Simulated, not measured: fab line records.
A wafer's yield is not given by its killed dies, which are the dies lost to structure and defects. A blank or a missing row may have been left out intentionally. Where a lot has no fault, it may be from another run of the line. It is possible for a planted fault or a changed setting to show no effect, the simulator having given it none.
fab line records    flow n5-finfet
record: lots: 24  wafers: 72  last-day: 19
route steps=1938 shown BEOL_M5@1113
lots with no fault: from the same line, run without faults
start-h: hours from the record's opening day to when the first of the lot's shown wafers began    wait-h: hours since the lot's step before    " identical to the entry in the row above    L1.1+2: one row covering several wafers at once    - no value present, or no start provided    * or withheld: withheld    < > ~ a bound
route shown NAME@n: a module of which the file shows steps, and the number in the route of the first    usual: the fault-free wafers' mean and standard deviation    same: alike in all rows    chamber/n: place in a boat    sites: the reading at each site    _std_site: their standard deviation    _edge_site: the outer-site mean with the inner-site mean subtracted    radius-mm: for every site, how far away it sits from the centre of the wafer    mask NAME#n: copy n    behind: tool/chamber where the wafer was last shaped    hold: cause of the lot's hold/its duration in hours/its outcome    device: which transistor (n, p or np) failed to switch    end of line: the tests these same wafers got at the end of their route    for a step that has no rows: nothing shown but its recipe    killed: dies that structure and defects cost at the first sort, which is not the same as the wafer's yield    map: a wafer's dies, marking killed ones x, the rest . and places with no die _
set.NAME: the setting as run; set.NAME@STEP: as run at that earlier step    model.NAME: the simulator's own value behind a step, which no gauge read
one table for each step of the route and one row for each wafer, over a sample of lots
services: a tool's chamber out of use, with start hour (start-h, from the record's first day; less than 0 if before it), hours out, and reason
== steps ==
step: N5_BEOL_M5_CURE_79
recipe: temp-c: 385  time-s: 240  ambient: He/Ar  material: SiCOH_lowk
usual: lamp-power-pct: 52.31/0.052  wafer_temp_C_max: 386.9/0.5
lot.wafer  tool        chamber  start-h  wait-h  lamp-power-pct  wafer_temp_C_max
L075.2     uv-cure-02  0        178.89   0.1     52.28           385.9
L075.3     "           0        "        "       52.33           386.2
L075.5     "           0        "        "       52.31           387.0
L074.2     uv-cure-02  2        187.99   0.1     52.27           386.7
L074.3     "           2        "        "       52.24           386.3
L074.6     "           2        "        "       52.37           387.1
L076.1     uv-cure-01  2        192.34   0.1     52.23           387.7
L076.4     "           2        "        "       52.29           387.0
L076.5     "           2        "        "       52.34           387.0
L077.3     uv-cure-02  1        197.34   0.2     52.36           387.5
L077.5     "           1        "        "       52.30           387.0
L077.6     "           1        "        "       52.28           387.1
L078.1     uv-cure-01  2        199.58   0.0     52.37           387.2
L078.2     "           2        "        "       52.26           387.6
L078.3     "           2        "        "       52.32           387.5
L079.2     uv-cure-03  1        212.28   0.1     52.32           386.9
L079.4     "           1        "        "       52.27           386.9
L079.6     "           1        "        "       52.34           386.6
L082.4     uv-cure-01  0        231.53   0.3     52.26           386.3
L082.5     "           0        "        "       52.41           386.2
L082.6     "           0        "        "       52.26           387.2
L081.2     uv-cure-03  0        238.08   0.1     52.31           385.9
L081.3     "           0        "        "       52.23           386.5
L081.5     "           0        "        "       52.43           387.5
L080.1     uv-cure-02  1        242.02   0.0     52.25           386.6
L080.2     "           1        "        "       52.38           387.1
L080.6     "           1        "        "       52.42           387.0
L084.1     uv-cure-03  0        247.30   0.0     52.39           386.4
L084.4     "           0        "        "       52.39           386.4
L084.6     "           0        "        "       52.31           386.8
L083.2     uv-cure-03  0        249.45   0.1     52.26           386.6
L083.3     "           0        "        "       52.35           386.2
L083.5     "           0        "        "       52.31           385.9
L085.2     uv-cure-02  1        251.08   0.1     52.31           387.3
L085.3     "           1        "        "       52.30           387.1
L085.6     "           1        "        "       52.25           387.2
L086.2     uv-cure-01  1        264.18   0.1     52.30           386.6
L086.3     "           1        "        "       52.32           387.8
L086.4     "           1        "        "       52.34           387.2
L088.2     uv-cure-02  2        281.71   0.1     52.39           386.9
L088.5     "           2        "        "       52.31           386.2
L088.6     "           2        "        "       52.32           386.4
L087.1     uv-cure-03  1        284.57   0.0     52.28           387.6
L087.2     "           1        "        "       52.27           387.5
L087.6     "           1        "        "       52.25           387.8
L091.3     uv-cure-01  2        287.83   0.2     52.36           388.2
L091.4     "           2        "        "       52.27           387.1
L091.6     "           2        "        "       52.34           387.2
L089.2     uv-cure-03  0        293.04   0.1     52.30           387.3
L089.4     "           0        "        "       52.40           386.4
L089.5     "           0        "        "       52.26           386.4
L092.4     uv-cure-02  0        311.87   0.3     52.27           386.8
L092.5     "           0        "        "       52.28           387.0
L092.6     "           0        "        "       52.29           386.5
L090.2     uv-cure-03  1        312.50   0.1     52.36           386.7
L090.3     "           1        "        "       52.22           386.5
L090.4     "           1        "        "       52.28           386.7
L093.1     uv-cure-02  1        318.77   0.1     52.32           387.1
L093.2     "           1        "        "       52.30           386.2
L093.4     "           1        "        "       52.31           387.1
L094.1     uv-cure-03  1        331.82   0.0     52.29           386.8
L094.2     "           1        "        "       52.38           387.6
L094.3     "           1        "        "       52.38           386.6
L095.1     uv-cure-01  1        332.04   0.0     52.33           387.0
L095.4     "           1        "        "       52.31           387.2
L095.5     "           1        "        "       52.29           387.4
L096.3     uv-cure-01  0        340.80   0.2     52.30           387.1
L096.5     "           0        "        "       52.32           386.9
L096.6     "           0        "        "       52.28           386.7
L097.1     uv-cure-03  0        341.89   0.0     52.22           386.7
L097.5     "           0        "        "       52.20           386.4
L097.6     "           0        "        "       52.27           385.9
step: N5_BEOL_M5_OVL_MEAS_12
recipe: points-per-wafer: 522
usual: M5_OVL: 0.0/0.79
same: points-per-wafer: 522
lot.wafer  tool        chamber  start-h  wait-h  M5_OVL[nm]
L075.2     overlay-02  0        180.31   0.0     -0.1
L075.3     "           0        "        "       0.1
L075.5     "           0        "        "       0.3
L074.2     overlay-02  0        188.98   0.0     0.5
L074.3     "           0        "        "       0.1
L074.6     "           0        "        "       0.8
L076.1     overlay-02  0        194.76   0.0     1.0
L076.4     "           0        "        "       1.2
L076.5     "           0        "        "       1.5
L077.3     overlay-02  0        200.01   0.0     1.4
L077.5     "           0        "        "       -0.8
L077.6     "           0        "        "       0.0
L078.1     overlay-01  0        202.66   0.0     0.2
L078.2     "           0        "        "       -0.7
L078.3     "           0        "        "       0.4
L079.2     overlay-01  0        214.22   0.0     0.5
L079.4     "           0        "        "       0.0
L079.6     "           0        "        "       0.4
L082.4     overlay-02  0        233.63   0.0     0.5
L082.5     "           0        "        "       -0.5
L082.6     "           0        "        "       0.8
L081.2     overlay-01  0        239.04   0.0     -0.2
L081.3     "           0        "        "       0.6
L081.5     "           0        "        "       0.0
L080.1     overlay-01  0        245.03   0.0     0.3
L080.2     "           0        "        "       -0.1
L080.6     "           0        "        "       1.0
L084.1     overlay-01  0        248.66   0.0     -0.1
L084.4     "           0        "        "       0.9
L084.6     "           0        "        "       0.9
L083.2     overlay-01  0        250.53   0.0     -0.6
L083.3     "           0        "        "       -0.8
L083.5     "           0        "        "       -0.4
L085.2     overlay-02  0        252.16   0.0     -1.3
L085.3     "           0        "        "       -0.7
L085.6     "           0        "        "       -0.7
L086.2     overlay-02  0        265.87   0.0     -1.4
L086.3     "           0        "        "       -1.3
L086.4     "           0        "        "       -0.3
L088.2     overlay-02  0        285.35   0.0     0.4
L088.5     "           0        "        "       0.5
L088.6     "           0        "        "       1.8
L087.1     overlay-02  0        286.01   0.0     -1.2
L087.2     "           0        "        "       -1.0
L087.6     "           0        "        "       0.1
L091.3     overlay-02  0        289.31   0.0     0.8
L091.4     "           0        "        "       -0.3
L091.6     "           0        "        "       -0.7
L089.2     overlay-01  0        294.62   0.0     1.1
L089.4     "           0        "        "       0.3
L089.5     "           0        "        "       0.9
L092.4     overlay-01  0        314.17   0.0     2.0
L092.5     "           0        "        "       0.1
L092.6     "           0        "        "       1.3
L090.2     overlay-02  0        314.49   0.0     0.3
L090.3     "           0        "        "       -0.3
L090.4     "           0        "        "       0.4
L093.1     overlay-01  0        320.72   0.0     -0.6
L093.2     "           0        "        "       0.6
L093.4     "           0        "        "       1.0
L094.1     overlay-02  0        333.61   0.0     0.1
L094.2     "           0        "        "       -1.1
L094.3     "           0        "        "       0.1
L095.1     overlay-02  0        333.81   0.0     0.3
L095.4     "           0        "        "       -0.5
L095.5     "           0        "        "       -0.6
L096.3     overlay-02  0        342.84   0.0     -1.3
L096.5     "           0        "        "       -1.8
L096.6     "           0        "        "       -0.7
L097.1     overlay-02  0        343.23   0.0     -0.1
L097.5     "           0        "        "       0.0
L097.6     "           0        "        "       0.5
step: N5_BEOL_M5_ETCH_67
recipe: chemistry: CF4  target: SiARC  target-depth-a: 156  mask-material: CAR-EUV  time-s: 26  ion-energy-ev: 80  pressure-mtorr: 40  source-w: 545  bias-w: 36  Ar_flow_sccm: 100  cf4-flow-sccm: 100  ends: cleared
usual: drypump-motor-current-A: 5.7/0.35  etch-rf-on-time-s: 26.0/0.55  oes-product-au: 0.64/0.063  rf-vpp-V: 184.0/1.1  showerhead-plenum-p-Torr: 2.16/0.067  throttle-valve-pct: 15.83/0.21
lot.wafer  tool         chamber  start-h  wait-h  drypump-motor-current-A  etch-rf-on-time-s  oes-product-au  rf-hours-counter-h  rf-vpp-V  showerhead-plenum-p-Torr  throttle-valve-pct
L075.2     rie-diel-01  2        181.78   0.0     5.5                      25.7               0.63            167                 186.0     2.21                      16.01
L075.3     "            0        "        "       5.7                      26.0               0.61            188                 184.1     2.14                      15.88
L075.5     "            0        "        "       5.7                      26.0               0.61            -                   184.0     2.14                      15.86
L074.2     rie-diel-02  0        191.38   0.0     5.8                      26.5               0.72            56                  183.0     2.10                      15.29
L074.3     "            2        "        "       5.7                      25.5               0.62            198                 185.0     2.13                      15.99
L074.6     "            3        "        "       5.0                      26.1               0.79            -                   184.3     2.29                      15.68
L076.1     rie-diel-02  3        195.90   0.0     5.0                      25.7               0.80            23                  185.9     2.29                      15.69
L076.4     "            1        "        "       5.6                      26.9               0.61            190                 186.0     2.21                      15.82
L076.5     "            0        "        "       5.7                      26.5               0.72            -                   182.6     2.10                      15.29
L077.3     rie-diel-03  1        201.57   0.0     6.0                      25.3               0.81            6                   185.0     2.26                      15.56
L077.5     "            2        "        "       5.4                      25.9               0.64            -                   184.4     2.13                      15.91
L077.6     "            3        "        "       5.5                      26.6               0.62            -                   183.9     2.13                      15.99
L078.1     rie-diel-01  2        207.04   0.0     5.5                      25.9               0.63            174                 184.6     2.21                      16.02
L078.2     "            1        "        "       6.0                      26.4               0.63            189                 183.4     2.13                      15.86
L078.3     "            0        "        "       5.6                      26.1               0.61            194                 184.0     2.14                      15.89
L079.2     rie-diel-01  2        217.19   0.0     5.5                      25.4               0.62            175                 185.6     2.21                      16.01
L079.4     "            0        "        "       5.7                      25.7               0.61            196                 183.7     2.14                      15.89
L079.6     "            3        "        "       6.4                      26.0               0.62            -                   183.0     2.04                      15.72
L082.4     rie-diel-01  2        236.25   0.0     5.5                      25.8               0.63            179                 184.6     2.21                      16.03
L082.5     "            3        "        "       6.4                      25.8               0.62            -                   182.4     2.04                      15.74
L082.6     "            2        "        "       5.5                      25.7               0.62            -                   184.6     2.21                      16.04
L081.2     rie-diel-02  0        240.88   0.0     5.8                      26.3               0.71            68                  183.8     2.10                      15.30
L081.3     "            3        "        "       5.1                      25.8               0.78            34                  184.6     2.28                      15.71
L081.5     "            2        "        "       5.6                      25.5               0.61            -                   184.1     2.13                      16.02
L080.1     rie-diel-02  0        249.90   0.0     5.8                      26.6               0.71            70                  183.8     2.10                      15.33
L080.2     "            3        "        "       5.1                      25.8               0.78            35                  185.2     2.28                      15.72
L080.6     "            0        "        "       5.8                      26.3               0.71            -                   183.6     2.10                      15.34
L084.1     rie-diel-02  3        253.66   0.0     5.0                      25.9               0.78            37                  184.7     2.28                      15.71
L084.4     "            0        "        "       5.8                      26.4               0.71            72                  182.8     2.10                      15.33
L084.6     "            3        "        "       5.0                      25.8               0.78            -                   185.1     2.28                      15.71
L083.2     rie-diel-01  1        255.20   0.0     6.1                      26.2               0.62            204                 184.9     2.12                      15.90
L083.3     "            2        "        "       5.5                      25.2               0.63            188                 183.5     2.21                      16.05
L083.5     "            3        "        "       6.4                      25.3               0.61            -                   183.7     2.04                      15.77
L085.2     rie-diel-02  0        256.11   0.0     5.8                      26.3               0.70            73                  183.3     2.10                      15.33
L085.3     "            2        "        "       5.6                      25.4               0.60            214                 182.3     2.13                      16.01
L085.6     "            1        "        "       5.6                      27.4               0.59            -                   185.4     2.20                      15.84
L086.2     rie-diel-03  2        267.00   0.0     5.4                      25.9               0.63            167                 185.8     2.13                      15.92
L086.3     "            0        "        "       5.4                      25.9               0.62            197                 182.5     2.13                      15.73
L086.4     "            1        "        "       6.0                      25.1               0.78            20                  184.6     2.26                      15.60
L088.2     rie-diel-01  1        287.99   0.0     6.1                      26.1               0.61            214                 182.4     2.12                      15.91
L088.5     "            2        "        "       5.5                      25.5               0.61            -                   186.4     2.20                      16.04
L088.6     "            1        "        "       6.0                      26.3               0.62            -                   184.5     2.12                      15.92
L087.1     rie-diel-02  1        288.05   0.0     5.6                      26.8               0.60            213                 184.3     2.20                      15.86
L087.2     "            3        "        "       5.1                      25.3               0.78            45                  184.6     2.28                      15.73
L087.6     "            3        "        "       5.0                      25.5               0.77            -                   184.7     2.28                      15.74
L091.3     rie-diel-02  0        291.74   0.0     5.8                      26.3               0.70            80                  184.6     2.09                      15.35
L091.4     "            1        "        "       5.6                      27.3               0.59            214                 184.9     2.20                      15.86
L091.6     "            2        "        "       5.6                      25.6               0.60            -                   184.1     2.13                      16.04
L089.2     rie-diel-03  0        296.52   0.0     5.4                      25.8               0.62            207                 182.8     2.13                      15.75
L089.4     "            3        "        "       5.5                      25.9               0.62            227                 184.8     2.12                      16.06
L089.5     "            2        "        "       5.3                      25.7               0.63            -                   182.5     2.13                      15.95
L092.4     rie-diel-01  2        316.26   0.0     5.5                      25.4               0.61            -                   185.8     2.20                      16.07
L092.5     "            0        "        "       5.7                      26.0               0.59            -                   183.5     2.12                      15.95
L092.6     "            1        "        "       6.1                      26.4               0.61            -                   183.9     2.11                      15.93
L090.2     rie-diel-01  1        316.63   0.0     6.0                      26.2               0.60            224                 183.9     2.11                      15.93
L090.3     "            0        "        "       5.8                      26.1               0.59            230                 184.5     2.12                      15.96
L090.4     "            0        "        "       5.7                      26.1               0.59            -                   183.6     2.12                      15.95
L093.1     rie-diel-02  3        322.00   0.0     5.0                      25.4               0.76            57                  186.0     2.27                      15.76
L093.2     "            0        "        "       5.8                      25.9               0.70            89                  182.6     2.09                      15.36
L093.4     "            1        "        "       5.6                      27.0               0.59            223                 185.2     2.20                      15.86
L095.1     rie-diel-01  2        342.28   0.0     5.5                      25.7               0.60            220                 184.6     2.20                      16.12
L095.4     "            1        "        "       6.0                      26.3               0.60            -                   183.3     2.11                      15.95
L095.5     "            2        "        "       5.5                      25.7               0.60            -                   184.8     2.19                      16.11
L094.1     rie-diel-02  2        342.76   0.0     5.6                      25.5               0.59            242                 184.5     2.12                      16.09
L094.2     "            0        "        "       5.8                      26.4               0.68            98                  182.8     2.09                      15.38
L094.3     "            1        "        "       5.6                      27.0               0.58            232                 185.4     2.20                      15.89
L097.1     rie-diel-02  3        348.40   0.0     5.0                      25.4               0.73            67                  185.2     2.27                      15.78
L097.5     "            0        "        "       5.8                      26.0               0.68            -                   181.9     2.09                      15.40
L097.6     "            3        "        "       5.1                      25.7               0.73            -                   186.0     2.27                      15.76
L096.3     rie-diel-03  3        348.80   0.0     5.5                      26.5               0.60            239                 184.7     2.12                      16.07
L096.5     "            3        "        "       5.5                      26.3               0.60            -                   184.7     2.12                      16.10
L096.6     "            0        "        "       5.4                      26.0               0.61            -                   184.0     2.12                      15.78
step: N5_BEOL_M5_VIA_ETCH_34
recipe: chemistry: C4F6/O2  target: SiCOH_lowk  target-depth-a: 883  mask-material: SOC  taper-deg: 4  time-s: 39.2  ion-energy-ev: 250  pressure-mtorr: 30  source-w: 345  bias-w: 185  Ar_flow_sccm: 300  C4F6_flow_sccm: 10  O2_flow_sccm: 10
usual: drypump-motor-current-A: 5.7/0.35  oes-product-au: 0.75/0.075  rf-vpp-V: 667/11  showerhead-plenum-p-Torr: 2.86/0.093  throttle-valve-pct: 21.09/0.22
lot.wafer  tool         chamber  start-h  wait-h  drypump-motor-current-A  oes-product-au  rf-hours-counter-h  rf-vpp-V  showerhead-plenum-p-Torr  throttle-valve-pct
L075.2     rie-diel-01  2        181.91   0.0     5.5                      0.74            167                 663       2.92                      21.13
L075.3     "            0        "        "       5.8                      0.72            188                 663       2.85                      21.18
L075.5     "            0        "        "       5.8                      0.72            -                   663       2.85                      21.20
L074.2     rie-diel-02  0        191.51   0.0     5.8                      0.85            56                  669       2.78                      20.49
L074.3     "            2        "        "       5.7                      0.72            198                 644       2.83                      21.22
L074.6     "            3        "        "       5.0                      0.94            -                   683       3.05                      21.09
L076.1     rie-diel-02  3        196.03   0.0     5.1                      0.94            23                  683       3.05                      21.10
L076.4     "            1        "        "       5.6                      0.72            190                 674       2.94                      21.11
L076.5     "            0        "        "       5.8                      0.85            -                   670       2.78                      20.50
L077.3     rie-diel-03  1        201.70   0.0     5.9                      0.95            6                   686       3.01                      20.91
L077.5     "            2        "        "       5.3                      0.76            -                   662       2.83                      21.16
L077.6     "            3        "        "       5.5                      0.73            -                   653       2.83                      21.27
L078.1     rie-diel-01  2        207.17   0.0     5.5                      0.73            174                 664       2.92                      21.16
L078.2     "            1        "        "       6.1                      0.74            189                 667       2.83                      21.15
L078.3     "            0        "        "       5.7                      0.72            194                 663       2.84                      21.20
L079.2     rie-diel-01  2        217.32   0.0     5.5                      0.73            176                 664       2.92                      21.15
L079.4     "            0        "        "       5.8                      0.71            196                 664       2.84                      21.20
L079.6     "            3        "        "       6.5                      0.72            -                   672       2.70                      20.91
L082.4     rie-diel-01  2        236.93   0.0     5.5                      0.72            179                 665       2.92                      21.15
L082.5     "            3        "        "       6.5                      0.72            -                   671       2.70                      20.92
L082.6     "            2        "        "       5.5                      0.73            -                   664       2.92                      21.16
L081.2     rie-diel-02  0        241.01   0.0     5.8                      0.83            68                  670       2.78                      20.51
L081.3     "            3        "        "       5.1                      0.92            34                  683       3.04                      21.11
L081.5     "            2        "        "       5.7                      0.70            -                   644       2.83                      21.27
L080.1     rie-diel-02  0        250.03   0.0     5.8                      0.82            70                  668       2.78                      20.50
L080.2     "            3        "        "       5.1                      0.91            35                  684       3.04                      21.13
L080.6     "            0        "        "       5.8                      0.83            -                   668       2.78                      20.50
L084.1     rie-diel-02  3        253.79   0.0     5.1                      0.92            37                  683       3.04                      21.13
L084.4     "            0        "        "       5.8                      0.83            72                  669       2.78                      20.53
L084.6     "            3        "        "       5.1                      0.92            -                   683       3.04                      21.14
L083.2     rie-diel-01  1        255.33   0.0     6.1                      0.73            204                 668       2.83                      21.19
L083.3     "            2        "        "       5.5                      0.73            188                 664       2.91                      21.18
L083.5     "            3        "        "       6.4                      0.72            -                   672       2.70                      20.93
L085.2     rie-diel-02  0        256.23   0.0     5.8                      0.82            73                  668       2.77                      20.50
L085.3     "            2        "        "       5.6                      0.71            214                 644       2.82                      21.27
L085.6     "            1        "        "       5.6                      0.71            -                   672       2.94                      21.12
L086.2     rie-diel-03  2        267.13   0.0     5.3                      0.74            167                 660       2.82                      21.16
L086.3     "            0        "        "       5.4                      0.74            197                 673       2.84                      21.07
L086.4     "            1        "        "       5.9                      0.92            20                  687       3.01                      20.94
L088.2     rie-diel-01  1        288.12   0.0     6.1                      0.72            214                 668       2.82                      21.20
L088.5     "            2        "        "       5.5                      0.72            -                   661       2.91                      21.18
L088.6     "            1        "        "       6.1                      0.72            -                   667       2.82                      21.21
L087.1     rie-diel-02  1        288.17   0.0     5.6                      0.70            213                 672       2.93                      21.12
L087.2     "            3        "        "       5.0                      0.90            45                  681       3.04                      21.14
L087.6     "            3        "        "       5.1                      0.89            -                   684       3.04                      21.14
L091.3     rie-diel-02  0        291.87   0.0     5.8                      0.82            80                  668       2.77                      20.54
L091.4     "            1        "        "       5.6                      0.70            214                 673       2.93                      21.14
L091.6     "            2        "        "       5.6                      0.69            -                   643       2.82                      21.28
L089.2     rie-diel-03  0        296.65   0.0     5.4                      0.72            207                 674       2.84                      21.07
L089.4     "            3        "        "       5.5                      0.71            227                 654       2.82                      21.32
L089.5     "            2        "        "       5.4                      0.73            -                   660       2.82                      21.19
L092.4     rie-diel-01  2        316.39   0.0     5.5                      0.71            -                   662       2.91                      21.18
L092.5     "            0        "        "       5.7                      0.69            -                   663       2.83                      21.24
L092.6     "            1        "        "       6.1                      0.71            -                   667       2.82                      21.20
L090.2     rie-diel-01  1        316.76   0.0     6.0                      0.71            225                 666       2.82                      21.22
L090.3     "            0        "        "       5.7                      0.69            231                 663       2.83                      21.26
L090.4     "            0        "        "       5.7                      0.68            -                   662       2.83                      21.22
L093.1     rie-diel-02  3        322.13   0.0     5.0                      0.88            57                  682       3.03                      21.16
L093.2     "            0        "        "       5.8                      0.82            89                  670       2.77                      20.55
L093.4     "            1        "        "       5.6                      0.69            223                 674       2.93                      21.14
L095.1     rie-diel-01  2        342.48   0.0     5.5                      0.70            220                 662       2.90                      21.21
L095.4     "            1        "        "       6.1                      0.71            -                   667       2.81                      21.22
L095.5     "            2        "        "       5.5                      0.70            -                   663       2.90                      21.20
L094.1     rie-diel-02  2        342.88   0.0     5.6                      0.68            242                 644       2.81                      21.32
L094.2     "            0        "        "       5.8                      0.80            98                  668       2.76                      20.57
L094.3     "            1        "        "       5.6                      0.69            232                 674       2.92                      21.15
L097.1     rie-diel-02  3        348.53   0.0     5.0                      0.87            67                  684       3.03                      21.16
L097.5     "            0        "        "       5.8                      0.80            -                   668       2.76                      20.56
L097.6     "            3        "        "       5.0                      0.87            -                   684       3.03                      21.17
L096.3     rie-diel-03  3        348.93   0.0     5.5                      0.70            240                 655       2.81                      21.32
L096.5     "            3        "        "       5.5                      0.71            -                   655       2.81                      21.33
L096.6     "            0        "        "       5.4                      0.72            -                   673       2.83                      21.10
step: N5_BEOL_M5_DEGAS_44
recipe: ambient: vacuum  temp-c: 250  time-s: 60
usual: heater-power-w: 327/47  susceptor-temp-C: 249.99/0.17
lot.wafer  tool            chamber  start-h  wait-h  heater-power-w  susceptor-temp-C
L075.2     pvd-sputter-02  -        182.93   0.4     366             250.01
L075.3     "               -        "        "       335             250.01
L075.5     "               -        "        "       366             249.74
L074.2     pvd-sputter-01  -        194.14   2.0     347             249.92
L074.3     "               -        "        "       362             250.16
L074.6     "               -        "        "       358             249.97
L076.1     pvd-sputter-03  -        196.80   0.3     306             250.16
L076.4     "               -        "        "       386             249.66
L076.5     "               -        "        "       377             249.96
L077.3     pvd-sputter-01  -        202.90   0.4     357             250.20
L077.5     "               -        "        "       342             249.74
L077.6     "               -        "        "       364             249.76
L078.1     pvd-sputter-03  -        208.17   0.5     337             249.97
L078.2     "               -        "        "       295             249.81
L078.3     "               -        "        "       300             250.03
L079.2     pvd-sputter-01  -        219.74   1.9     335             250.02
L079.4     "               -        "        "       360             249.97
L079.6     "               -        "        "       357             250.00
L082.4     pvd-sputter-01  -        238.14   0.6     347             249.71
L082.5     "               -        "        "       348             250.02
L082.6     "               -        "        "       220             250.07
L081.2     pvd-sputter-03  -        241.92   0.4     384             249.96
L081.3     "               -        "        "       297             250.15
L081.5     "               -        "        "       292             250.01
L080.1     pvd-sputter-03  -        250.78   0.3     342             249.88
L080.2     "               -        "        "       297             250.00
L080.6     "               -        "        "       335             250.03
L084.1     pvd-sputter-03  -        254.68   0.4     335             249.90
L084.4     "               -        "        "       388             249.96
L084.6     "               -        "        "       296             249.78
L083.2     pvd-sputter-01  -        256.49   0.6     332             249.85
L083.3     "               -        "        "       357             250.10
L083.5     "               -        "        "       349             250.16
L085.2     pvd-sputter-01  -        257.15   0.4     360             249.91
L085.3     "               -        "        "       353             249.97
L085.6     "               -        "        "       362             250.06
L086.2     pvd-sputter-03  -        267.89   0.2     332             249.97
L086.3     "               -        "        "       386             250.39
L086.4     "               -        "        "       290             249.93
L088.2     pvd-sputter-03  -        288.89   0.2     335             250.02
L088.5     "               -        "        "       346             249.93
L088.6     "               -        "        "       300             249.99
L087.1     pvd-sputter-03  -        289.01   0.3     376             250.10
L087.2     "               -        "        "       346             249.71
L087.6     "               -        "        "       334             249.77
L091.3     pvd-sputter-03  -        294.02   0.7     332             249.97
L091.4     "               -        "        "       382             249.66
L091.6     "               -        "        "       377             250.16
L089.2     pvd-sputter-03  -        297.94   0.8     296             250.21
L089.4     "               -        "        "       336             250.12
L089.5     "               -        "        "       295             249.78
L092.4     pvd-sputter-02  -        317.31   0.3     417             250.02
L092.5     "               -        "        "       413             249.90
L092.6     "               -        "        "       336             250.09
L090.2     pvd-sputter-01  -        317.60   0.3     369             249.85
L090.3     "               -        "        "       348             249.73
L090.4     "               -        "        "       336             249.92
L093.1     pvd-sputter-01  -        322.90   0.3     345             249.95
L093.2     "               -        "        "       352             249.73
L093.4     "               -        "        "       346             250.15
L095.1     pvd-sputter-03  -        343.34   0.3     298             250.10
L095.4     "               -        "        "       300             250.19
L095.5     "               -        "        "       341             250.02
L094.1     pvd-sputter-01  -        343.68   0.3     349             249.86
L094.2     "               -        "        "       345             249.81
L094.3     "               -        "        "       223             250.23
L097.1     pvd-sputter-02  -        350.00   1.0     339             250.02
L097.5     "               -        "        "       328             249.87
L097.6     "               -        "        "       369             249.70
L096.3     pvd-sputter-01  -        350.04   0.4     221             250.24
L096.5     "               -        "        "       222             250.29
L096.6     "               -        "        "       342             250.25
step: N5_BEOL_M5_ANNEAL_49
recipe: temp-c: 400  time-s: 1800  ambient: vacuum
usual: heater-power-w: 830/130  susceptor-temp-C: 400.00/0.23
lot.wafer  tool            chamber  start-h  wait-h  heater-power-w  susceptor-temp-C
L075.2     pvd-sputter-01  -        183.57   0.0     856             399.87
L075.3     "               -        "        "       903             399.86
L075.5     "               -        "        "       872             400.10
L074.2     pvd-sputter-01  -        194.88   0.0     560             399.76
L074.3     "               -        "        "       826             400.35
L074.6     "               -        "        "       847             400.04
L076.1     pvd-sputter-02  -        197.77   0.0     1046            400.27
L076.4     "               -        "        "       818             399.51
L076.5     "               -        "        "       1030            400.08
L077.3     pvd-sputter-02  -        203.54   0.0     823             399.87
L077.5     "               -        "        "       923             399.87
L077.6     "               -        "        "       853             400.20
L078.1     pvd-sputter-01  -        210.58   0.0     853             400.14
L078.2     "               -        "        "       908             399.96
L078.3     "               -        "        "       828             400.34
L079.2     pvd-sputter-01  -        220.92   0.0     561             399.84
L079.4     "               -        "        "       872             399.85
L079.6     "               -        "        "       886             399.68
L082.4     pvd-sputter-01  -        238.76   0.0     881             400.09
L082.5     "               -        "        "       570             400.03
L082.6     "               -        "        "       860             400.13
L081.2     pvd-sputter-01  -        243.23   0.0     565             400.17
L081.3     "               -        "        "       844             399.66
L081.5     "               -        "        "       896             399.49
L080.1     pvd-sputter-01  -        251.41   0.0     568             399.90
L080.2     "               -        "        "       902             399.86
L080.6     "               -        "        "       883             400.28
L084.1     pvd-sputter-02  -        255.49   0.0     828             400.32
L084.4     "               -        "        "       843             400.03
L084.6     "               -        "        "       828             399.95
L083.2     pvd-sputter-01  -        257.39   0.0     563             399.78
L083.3     "               -        "        "       905             400.15
L083.5     "               -        "        "       878             399.50
L085.2     pvd-sputter-01  -        261.82   0.0     891             399.83
L085.3     "               -        "        "       818             399.88
L085.6     "               -        "        "       858             400.01
L086.2     pvd-sputter-02  -        268.58   0.0     916             399.94
L086.3     "               -        "        "       837             399.88
L086.4     "               -        "        "       1026            399.70
L088.2     pvd-sputter-03  -        289.59   0.0     768             400.08
L088.5     "               -        "        "       746             400.20
L088.6     "               -        "        "       943             400.08
L087.1     pvd-sputter-01  -        290.75   0.0     857             399.79
L087.2     "               -        "        "       891             399.75
L087.6     "               -        "        "       875             399.91
L091.3     pvd-sputter-02  -        294.93   0.0     1038            400.20
L091.4     "               -        "        "       910             399.85
L091.6     "               -        "        "       949             399.73
L089.2     pvd-sputter-03  -        298.64   0.0     747             400.13
L089.4     "               -        "        "       723             399.59
L089.5     "               -        "        "       732             400.31
L092.4     pvd-sputter-02  -        318.17   0.0     907             400.12
L092.5     "               -        "        "       804             399.88
L092.6     "               -        "        "       922             400.55
L090.2     pvd-sputter-03  -        318.80   0.0     730             400.28
L090.3     "               -        "        "       936             400.11
L090.4     "               -        "        "       816             400.11
L093.1     pvd-sputter-01  -        323.58   0.0     849             399.96
L093.2     "               -        "        "       890             399.73
L093.4     "               -        "        "       867             399.63
L095.1     pvd-sputter-03  -        344.38   0.0     735             399.68
L095.4     "               -        "        "       746             400.13
L095.5     "               -        "        "       724             400.06
L094.1     pvd-sputter-02  -        344.53   0.0     1023            400.16
L094.2     "               -        "        "       918             399.95
L094.3     "               -        "        "       848             399.86
L096.3     pvd-sputter-02  -        351.20   0.0     900             400.13
L096.5     "               -        "        "       868             400.39
L096.6     "               -        "        "       902             399.88
L097.1     pvd-sputter-01  -        351.33   0.0     842             400.21
L097.5     "               -        "        "       864             400.10
L097.6     "               -        "        "       574             399.98
== services ==
tool            chamber  start-h  hours  kind
rie-diel-03     1        161.54   -      clean
rie-diel-03     1        161.54   -      consumable-replace:focus-ring
rie-diel-03     1        161.54   -      consumable-replace:showerhead
rie-diel-03     1        161.54   15.7   scheduled-down
rie-diel-03     1        161.54   15.7   vent-cycle
uv-cure-01      -        167.89   0.4    repair
uv-cure-01      -        168.33   1.0    pm
pvd-sputter-03  -        168.35   2.5    repair
uv-cure-03      -        178.61   2.8    pm
uv-cure-01      -        185.30   0.5    repair
uv-cure-03      -        187.17   7.1    pm
uv-cure-03      -        224.02   0.2    repair
uv-cure-01      -        224.39   3.7    repair
rie-diel-03     -        238.74   15.6   pm
rie-diel-02     -        241.28   5.4    repair
uv-cure-03      -        254.35   7.5    pm
pvd-sputter-03  -        256.81   10.5   repair
rie-diel-03     0        260.05   1.3    repair
uv-cure-02      -        274.02   7.5    pm
uv-cure-01      -        298.48   0.3    repair
rie-diel-03     -        329.81   14.6   pm
rie-diel-01     -        333.19   2.8    pm
== key ==
fault none
